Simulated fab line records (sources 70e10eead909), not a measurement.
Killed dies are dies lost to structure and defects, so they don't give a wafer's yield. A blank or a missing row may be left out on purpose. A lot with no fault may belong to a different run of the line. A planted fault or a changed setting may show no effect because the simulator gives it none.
Struck lot and sound lot, side by side :: flow nand-harc :: 43 out of 1159 route steps
Sound: the wafers L475.3, L475.4, L475.5. Struck: wafer L478.1. The cause is named last.
For every step that has rows: the tool of each side, followed by ch and its chambers, followed by its first start. Under that, the readings that differ: sound wafers :: struck wafers :: difference of the means :: sigmas: that difference in standard deviations of wafers without a fault.
alike: readings whose means differ by less than 2 such deviations, and words and numbers that are the same on both sides. not compared: withheld readings, readings that some wafer has no value for, bounds like >300 that may hide the same value, and numbers for which the record gives no deviation and whose values overlap.
A row with sigmas, a row that says differs or no value, or rows on one side alone: a step with any of these is where the two part. When numbers do not overlap yet have no deviation, they are printed without sigmas and do not part them. A reading that every wafer of one side lacks parts them only if that side has two wafers or more.

NHARC_P_M2_DEGAS_29: time 60 s.
  struck on pvd-sputter-02, day 9 09:23; sound on pvd-sputter-03, day 8 18:45
reading: heater-power-w (W)
sound: 311 294 304
struck: 422
difference: +119
sigmas: +3
then, 6 steps without rows for these wafers: NHARC_P_M2_PRE_CLEAN_30 (time 30 s); NHARC_P_M2_PVD_20 (deposits TaN, target thk 5 nm, time 8.06 s); NHARC_P_M2_PVD_21 (deposits Cu, target thk 30 nm, time 20.49 s); NHARC_P_M2_ECD_22 (material Cu, target thk 400 nm); NHARC_P_M2_ANNEAL_31 (time 90 s); NHARC_P_M2_CMP_23 (polishes, t overpolish 20 s, target thk 144.3 nm).
NHARC_P_M2_THK_MEAS_24: measures by xrf.
  struck on film-metro-02, day 9 10:47; sound on film-metro-02, day 8 20:17
  alike: thk-nm
then, 1 step without rows for these wafers: NHARC_P_M2_SRD_25.
NHARC_P_M2_INSPECT_27:
  struck on defect-inspect-01, day 9 10:56; sound on defect-inspect-01, day 8 20:28
  alike: raw-defect-count
then, 1 step without rows for these wafers: NHARC_P_M2_PRE_CLEAN_32 (time 12 s).
NHARC_P_M2_DEP_33: deposits SiCN, target thk 30 nm.
  sound on pecvd-01 ch 1,2, day 8 20:37; struck on pecvd-02 ch 1, day 9 12:17
  alike: heater-power-w, showerhead-vpp-V
  not compared: since-wet-clean-h
then, 2 steps without rows for these wafers: NHARC_P_BONDPAD_DEP_00 (deposits SiCN, target thk 250 nm); NHARC_P_BONDPAD_CMP_32 (polishes SiCN, target thk 200 nm).
NHARC_P_BONDPAD_THK_MEAS_33: measures by ellipsometry.
  struck on film-metro-01, day 9 13:26; sound on film-metro-01, day 8 21:42
  alike: thk-nm
then, 10 steps without rows for these wafers: NHARC_P_BONDPAD_SRD_34; NHARC_P_BONDPAD_DEHYDRATE_01 (time 120 s); NHARC_P_BONDPAD_HMDS_02 (time 30 s); NHARC_P_BONDPAD_COAT_36 (time 65 s); NHARC_P_BONDPAD_COAT_03 (resist thk 600 nm); NHARC_P_BONDPAD_SOFTBAKE_04 (time 70 s); NHARC_P_BONDPAD_EBR_05; NHARC_P_BONDPAD_EXPOSE_06 (exposes mask P BPAD); NHARC_P_BONDPAD_PEB_07 (peb time 80 s); NHARC_P_BONDPAD_DEVELOP_08 (time 50 s).
NHARC_P_BONDPAD_CD_MEAS_09 targets a cd of 500 nm.
  sound on cd-sem-01 ch 0, day 8 22:16; struck on cd-sem-03 ch 0, day 9 14:01
  alike: cd-nm
NHARC_P_BONDPAD_OVL_MEAS_38:
  struck on overlay-01, day 9 14:07; sound on overlay-02, day 8 22:22
  alike: overlay-x-nm, overlay-y-nm
then, 1 step without rows for these wafers: NHARC_P_BONDPAD_HARDBAKE_10 (time 65 s).
NHARC_P_BONDPAD_DESCUM_11: chemistry O2, time 3 s.
  sound on rie-diel-05 ch 0,2,3, day 8 22:29; struck on rie-diel-11 ch 2, day 9 14:16
  alike: drypump-motor-current-A, mfc-ar-sccm, oes-product-au, rf-vpp-V, showerhead-plenum-p-Torr, throttle-valve-pct
  not compared: rf-hours-counter-h
then, 2 steps without rows for these wafers: NHARC_P_BONDPAD_ETCH_37 (etches the open film in N2/H2, target depth 60 nm, overetch 18 nm, time 65.91 s); NHARC_P_BONDPAD_ETCH_12 (etches the open film in CHF3/O2, target depth 200 nm, time 100 s).
NHARC_P_BONDPAD_CD_MEAS_13:
  struck on cd-sem-01, day 9 14:33; sound on cd-sem-03, day 8 22:48
  alike: cd-nm
NHARC_P_BONDPAD_STRIP_15: strips in O2.
  sound on rie-diel-05 ch 0,1, day 8 22:52; struck on rie-diel-11 ch 3, day 9 14:38
reading: mfc-ar-sccm (sccm)
sound: 0 0 0
struck: 0.040
difference: +0.040
sigmas: +3
  alike: drypump-motor-current-A, oes-product-au, rf-vpp-V, showerhead-plenum-p-Torr, throttle-valve-pct
  not compared: rf-hours-counter-h
NHARC_P_BONDPAD_ETCH_24: etches the open film in CF4/N2, target depth 30 nm, time 72.99 s.
  sound: rie-diel-05 ch 0,2; struck: rie-diel-11 ch 2
reading: rf-vpp-V (V)
sound: 315.3 316.5 314.2
struck: 310.2
difference: -5.1
sigmas: -2
  alike: drypump-motor-current-A, mfc-ar-sccm, oes-product-au, showerhead-plenum-p-Torr, throttle-valve-pct
  not compared: rf-hours-counter-h
then, 1 step without rows for these wafers: NHARC_P_BONDPAD_STRIP_16 (strips in post etch residue remover, time 600 s).
NHARC_P_BONDPAD_DEGAS_25: time 60 s.
  struck on pvd-sputter-03, day 9 15:12; sound on pvd-sputter-03, day 8 23:26
  alike: heater-power-w
then, 5 steps without rows for these wafers: NHARC_P_BONDPAD_PRE_CLEAN_26 (time 30 s); NHARC_P_BONDPAD_PVD_17 (deposits TaN, target thk 5 nm, time 8.06 s); NHARC_P_BONDPAD_PVD_27 (deposits Cu, target thk 30 nm, time 20.49 s); NHARC_P_BONDPAD_ECD_18 (material Cu, target thk 400 nm); NHARC_P_BONDPAD_ANNEAL_28 (time 90 s).
NHARC_P_BONDPAD_ACTIVATE_29: chemistry N2, time 60 s.
  sound on rie-diel-01 ch 0,2, day 9 01:35; struck on rie-diel-05 ch 3, day 9 19:47
reading: hold
sound: - - -
struck: await-dispo/2.2h/release
difference: no value on the sound wafers
sigmas: 

reading: showerhead-plenum-p-Torr (Torr)
sound: 1.80 1.88 1.88
struck: 1.70
difference: -0.15
sigmas: -2
  alike: drypump-motor-current-A, mfc-ar-sccm, oes-product-au, rf-vpp-V
  not compared: rf-hours-counter-h
-- record jumps: 16 days between struck wafers' starts before vs after; left off in module P_BONDPAD, resumes in module END, first step shown is number 1159 of the route --
NHARC_END_SORT_01:
  only the struck wafers appear in the record here, on prober-02 ch 0 at day 25 23:42; the sound ones have no rows

## WHERE THEY PART
Earliest at NHARC_P_M2_DEGAS_29; latest, in this record, at NHARC_END_SORT_01.

WHY: what had been put in by the simulator
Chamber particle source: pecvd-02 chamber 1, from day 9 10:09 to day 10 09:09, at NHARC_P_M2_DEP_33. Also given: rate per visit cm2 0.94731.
